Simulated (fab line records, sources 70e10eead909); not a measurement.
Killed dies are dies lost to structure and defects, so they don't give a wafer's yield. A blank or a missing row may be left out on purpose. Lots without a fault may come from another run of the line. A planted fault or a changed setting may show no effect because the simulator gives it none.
Tool commonality check | flow nand_harc | 5 lots, 13 wafers sampled

WHY IT WAS OPENED
At NHARC_END_SORT_01 the reading killed_at_periphery is flagged on 3 of 5 lots. Wafers without a fault read 3.4, standard deviation 2.4.
Rule: a lot is flagged when every wafer of it that has a number lies more than 4 standard deviations from that mean, or none has a number. The other lots count as sound.

lot  | measured     | on        | killed_at_periphery, wafer by wafer | flag
L142 | day 23 17:24 | prober-02 | 2 2 1                               |
L149 | day 24 11:57 | prober-01 | 1                                   |
L151 | day 24 15:47 | prober-01 | 651 647 653                         | FLAGGED
L150 | day 24 23:32 | prober-01 | 639 649 636                         | FLAGGED
L152 | day 24 23:51 | prober-02 | 657 637 637                         | FLAGGED
The numbers of the flagged lots are 645.1 on average: +641.7 against the usual, or +99 or more standard deviations.

WHICH TOOL RAN EACH LOT
The record holds 3 process steps before the reading, out of a route of 1159 steps. In each cell: the tool, then ch and the chambers that the sampled wafers went through, then the start.
lot  | flag    | NHARC_P_M0_STRIP_18                | NHARC_P_M0_ANNEAL_30             | NHARC_P_M1_DEP_00
L142 |         | rie_diel-10 ch 0,2,3, day 7 08:49  | rtp_anneal-02 ch 0, day 7 10:10  | pecvd-04 ch 0,2, day 7 11:38
L149 |         | rie_diel-10 ch 1,2, day 8 21:59    | rtp_anneal-01 ch 0, day 8 23:17  | pecvd-04 ch 0,1, day 9 00:42
L151 | FLAGGED | rie_diel-10 ch 0,1,2, day 9 13:19  | rtp_anneal-02 ch 0, day 9 14:46  | pecvd-02 ch 0,2, day 9 16:29
L150 | FLAGGED | rie_diel-10 ch 2,3, day 9 06:29    | rtp_anneal-01 ch 0, day 9 08:09  | pecvd-02 ch 0,1, day 9 09:32
L152 | FLAGGED | rie_diel-09 ch 0,1,2, day 10 01:43 | rtp_anneal-02 ch 0, day 10 03:04 | pecvd-03 ch 0,1, day 10 04:31
What these steps do:
- NHARC_P_M0_STRIP_18: strips in N2/H2.
- NHARC_P_M0_ANNEAL_30: time 90 s.
- NHARC_P_M1_DEP_00: deposits SiOC, target thk 182.5 nm.
- NHARC_END_SORT_01

FLAGGED OVER TOTAL, TOOL BY TOOL (the gauges that took the reading come last)
step                 | tool          | lots run | flagged | share of the flagged lots | sound lots run after its first flagged lot
NHARC_P_M0_STRIP_18  | rie_diel-09   | 1        | 1       | some                      | 0
NHARC_P_M0_STRIP_18  | rie_diel-10   | 4        | 2       | some                      | 0
NHARC_P_M0_ANNEAL_30 | rtp_anneal-01 | 2        | 1       | some                      | 0
NHARC_P_M0_ANNEAL_30 | rtp_anneal-02 | 3        | 2       | some                      | 0
NHARC_P_M1_DEP_00    | pecvd-02      | 2        | 2       | some                      | 0
NHARC_P_M1_DEP_00    | pecvd-03      | 1        | 1       | some                      | 0
NHARC_P_M1_DEP_00    | pecvd-04      | 2        | 0       | none                      | -
NHARC_END_SORT_01    | prober-01     | 3        | 2       | some                      | 0
NHARC_END_SORT_01    | prober-02     | 2        | 1       | some                      | 0

WHAT THE TABLE ALLOWS
No row of the table ran every flagged lot.

WHAT THE SIMULATOR HAD PUT IN
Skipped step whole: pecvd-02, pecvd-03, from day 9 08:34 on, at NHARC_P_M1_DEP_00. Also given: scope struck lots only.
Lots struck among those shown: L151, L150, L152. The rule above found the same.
